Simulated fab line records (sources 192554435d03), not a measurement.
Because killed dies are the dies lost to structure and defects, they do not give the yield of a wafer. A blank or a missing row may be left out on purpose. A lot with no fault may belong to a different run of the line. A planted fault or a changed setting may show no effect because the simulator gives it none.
Which tool did it? / flow n5-finfet / 12 lots with 35 wafers sampled at 5 steps, on a route of 1938 steps

== WHAT EACH GAUGE READ, for each wafer ==
N5_BEOL_M10_THK_MEAS_01.
lot=L599; measured=day 10 10:38; on=film-metro-01; M10_ILD_THK (nm)=267 275 271
lot=L604; measured=day 11 14:09; on=film-metro-02; M10_ILD_THK (nm)=269 265 268
lot=L606; measured=day 12 06:16; on=film-metro-01; M10_ILD_THK (nm)=266 270 264
lot=L607; measured=day 12 14:33; on=film-metro-01; M10_ILD_THK (nm)=255 262 260
lot=L610; measured=day 12 20:28; on=film-metro-01; M10_ILD_THK (nm)=264 265 272
lot=L611; measured=day 13 04:02; on=film-metro-02; M10_ILD_THK (nm)=267 269 271
lot=L612; measured=day 13 11:52; on=film-metro-01; M10_ILD_THK (nm)=264 266 270
lot=L614; measured=day 13 13:06; on=film-metro-02; M10_ILD_THK (nm)=266 260 265
lot=L617; measured=day 14 19:35; on=film-metro-01; M10_ILD_THK (nm)=267 270 272
lot=L616; measured=day 14 21:36; on=film-metro-01; M10_ILD_THK (nm)=263 269 273
lot=L619; measured=day 15 05:22; on=film-metro-02; M10_ILD_THK (nm)=268 266 270
lot=L621; measured=day 15 10:20; on=film-metro-02; M10_ILD_THK (nm)=266 269

N5_BEOL_M10_CD_MEAS_11: the cd target is 64.1 nm.
lot=L599; measured=day 10 11:40; on=cd-sem-03; cd-nm (nm)=64.4 64.8 63.0
lot=L604; measured=day 11 16:25; on=cd-sem-02; cd-nm (nm)=63.7 64.2 62.8
lot=L606; measured=day 12 08:56; on=cd-sem-01; cd-nm (nm)=65.1 64.1 65.3
lot=L607; measured=day 12 16:25; on=cd-sem-03; cd-nm (nm)=63.0 63.0 62.9
lot=L610; measured=day 12 21:11; on=cd-sem-02; cd-nm (nm)=64.3 64.8 64.7
lot=L611; measured=day 13 07:05; on=cd-sem-03; cd-nm (nm)=65.1 64.1 65.7
lot=L612; measured=day 13 13:59; on=cd-sem-03; cd-nm (nm)=63.0 62.9 62.8
lot=L614; measured=day 13 14:43; on=cd-sem-02; cd-nm (nm)=64.6 64.8 63.9
lot=L617; measured=day 14 20:16; on=cd-sem-02; cd-nm (nm)=63.3 63.2 64.7
lot=L616; measured=day 14 22:49; on=cd-sem-01; cd-nm (nm)=63.8 64.0 63.6
lot=L619; measured=day 15 07:10; on=cd-sem-03; cd-nm (nm)=63.8 63.5 63.4
lot=L621; measured=day 15 10:49; on=cd-sem-02; cd-nm (nm)=64.2 62.9

N5_BEOL_M10_OVL_MEAS_12.
lot=L599; measured=day 10 11:42; on=overlay-02; M10_OVL (nm)=0.7 -0.7 0.1
lot=L604; measured=day 11 16:26; on=overlay-02; M10_OVL (nm)=0.0 -0.4 0.0
lot=L606; measured=day 12 08:58; on=overlay-01; M10_OVL (nm)=5.1 6.4 5.8
lot=L607; measured=day 12 16:26; on=overlay-01; M10_OVL (nm)=4.9 5.6 4.5
lot=L610; measured=day 12 21:13; on=overlay-02; M10_OVL (nm)=-0.5 -0.6 0.8
lot=L611; measured=day 13 07:07; on=overlay-01; M10_OVL (nm)=1.1 -0.5 1.4
lot=L612; measured=day 13 14:01; on=overlay-01; M10_OVL (nm)=0.9 0.2 0.2
lot=L614; measured=day 13 14:45; on=overlay-01; M10_OVL (nm)=0.4 -0.2 0.8
lot=L617; measured=day 14 20:17; on=overlay-01; M10_OVL (nm)=0.0 -0.3 -1.1
lot=L616; measured=day 14 22:53; on=overlay-01; M10_OVL (nm)=-0.2 0.7 0.8
lot=L619; measured=day 15 07:13; on=overlay-01; M10_OVL (nm)=-0.3 0.4 -0.7
lot=L621; measured=day 15 10:50; on=overlay-01; M10_OVL (nm)=0.8 -0.2

== EACH LOT AND THE TOOL THAT RAN IT (in order: tool; ch and the chambers of the sampled wafers; start) ==
lot=L599; N5_BEOL_M10_HM_DEP_02=pvd-sputter-03, day 10 11:11; N5_BEOL_M10_EXPOSE_08=arfi-scanner-01 ch 0, day 10 11:33
lot=L604; N5_BEOL_M10_HM_DEP_02=pvd-sputter-02, day 11 16:02; N5_BEOL_M10_EXPOSE_08=arfi-scanner-01 ch 0, day 11 16:17
lot=L606; N5_BEOL_M10_HM_DEP_02=pvd-sputter-03, day 12 08:34; N5_BEOL_M10_EXPOSE_08=arfi-scanner-01 ch 0, day 12 08:49
lot=L607; N5_BEOL_M10_HM_DEP_02=pvd-sputter-02, day 12 15:55; N5_BEOL_M10_EXPOSE_08=arfi-scanner-01 ch 0, day 12 16:17
lot=L610; N5_BEOL_M10_HM_DEP_02=pvd-sputter-03, day 12 20:41; N5_BEOL_M10_EXPOSE_08=arfi-scanner-02 ch 0, day 12 21:04
lot=L611; N5_BEOL_M10_HM_DEP_02=pvd-sputter-03, day 13 06:36; N5_BEOL_M10_EXPOSE_08=arfi-scanner-03 ch 0, day 13 06:58
lot=L612; N5_BEOL_M10_HM_DEP_02=pvd-sputter-01, day 13 13:28; N5_BEOL_M10_EXPOSE_08=arfi-scanner-02 ch 0, day 13 13:51
lot=L614; N5_BEOL_M10_HM_DEP_02=pvd-sputter-01, day 13 14:14; N5_BEOL_M10_EXPOSE_08=arfi-scanner-03 ch 0, day 13 14:36
lot=L617; N5_BEOL_M10_HM_DEP_02=pvd-sputter-03, day 14 19:46; N5_BEOL_M10_EXPOSE_08=arfi-scanner-02 ch 0, day 14 20:08
lot=L616; N5_BEOL_M10_HM_DEP_02=pvd-sputter-03, day 14 22:19; N5_BEOL_M10_EXPOSE_08=arfi-scanner-03 ch 0, day 14 22:42
lot=L619; N5_BEOL_M10_HM_DEP_02=pvd-sputter-03, day 15 06:40; N5_BEOL_M10_EXPOSE_08=arfi-scanner-03 ch 0, day 15 07:02
lot=L621; N5_BEOL_M10_HM_DEP_02=pvd-sputter-02, day 15 10:29; N5_BEOL_M10_EXPOSE_08=arfi-scanner-02 ch 0, day 15 10:42
- N5_BEOL_M10_HM_DEP_02: deposits TiN, target thk 20 nm.
- N5_BEOL_M10_EXPOSE_08: exposes mask M10.

== WHAT THE TOOLS THEMSELVES READ (means of the sampled wafers that have a number; where no wafer has one, the mark that the record gives instead) ==
N5_BEOL_M10_HM_DEP_02.
lot=L599; tool=pvd-sputter-03; throttle-valve-pct (%)=31.0
lot=L604; tool=pvd-sputter-02; throttle-valve-pct (%)=31.9
lot=L606; tool=pvd-sputter-03; throttle-valve-pct (%)=31.0
lot=L607; tool=pvd-sputter-02; throttle-valve-pct (%)=32.1
lot=L610; tool=pvd-sputter-03; throttle-valve-pct (%)=29.9
lot=L611; tool=pvd-sputter-03; throttle-valve-pct (%)=29.8
lot=L612; tool=pvd-sputter-01; throttle-valve-pct (%)=30.6
lot=L614; tool=pvd-sputter-01; throttle-valve-pct (%)=30.6
lot=L617; tool=pvd-sputter-03; throttle-valve-pct (%)=30.8
lot=L616; tool=pvd-sputter-03; throttle-valve-pct (%)=28.9
lot=L619; tool=pvd-sputter-03; throttle-valve-pct (%)=29.9
lot=L621; tool=pvd-sputter-02; throttle-valve-pct (%)=31.5

== THE ANSWER, worked out from the rows above alone ==
Rule: what is usual is taken from the lots themselves. The widest of any qualifying gaps counts: lots, ordered by their means at a reading, are off when they make up no more than a third of the lots, leave a main group of 4 or more, and stand apart from it by 3 or more times the standard deviation of that group's means. A main group whose means are all the same, to the digits that the tables above print for the reading, isn't used. Also off: a lot with no number at a reading for which 4 or more lots have one. The other lots that the step has rows for count as sound. After the gauges, taken in route order, come the tools' own readings; for these a lot's mean is taken, as printed above. The first step at which some lot is off is used, and at that step the reading that is off furthest; a lot without a number counts as furthest.
Off: L606, L607, seen at N5_BEOL_M10_OVL_MEAS_12 (M10_OVL). For the main group the mean is 0.1 nm and the standard deviation 0.34.
If a tool, at a process step before that reading, ran all the lots that are off and no sound lot after the first of them, it fits. The gauges at N5_BEOL_M10_OVL_MEAS_12 are tried like those tools. One candidate fits, namely arfi-scanner-01 at N5_BEOL_M10_EXPOSE_08. A fault onset in the window from L604 (day 11 16:17, its last sound lot) to L606 (day 12 08:49, its first lot off) fits.

== WHAT HAD BEEN PUT IN BY THE SIMULATOR ==
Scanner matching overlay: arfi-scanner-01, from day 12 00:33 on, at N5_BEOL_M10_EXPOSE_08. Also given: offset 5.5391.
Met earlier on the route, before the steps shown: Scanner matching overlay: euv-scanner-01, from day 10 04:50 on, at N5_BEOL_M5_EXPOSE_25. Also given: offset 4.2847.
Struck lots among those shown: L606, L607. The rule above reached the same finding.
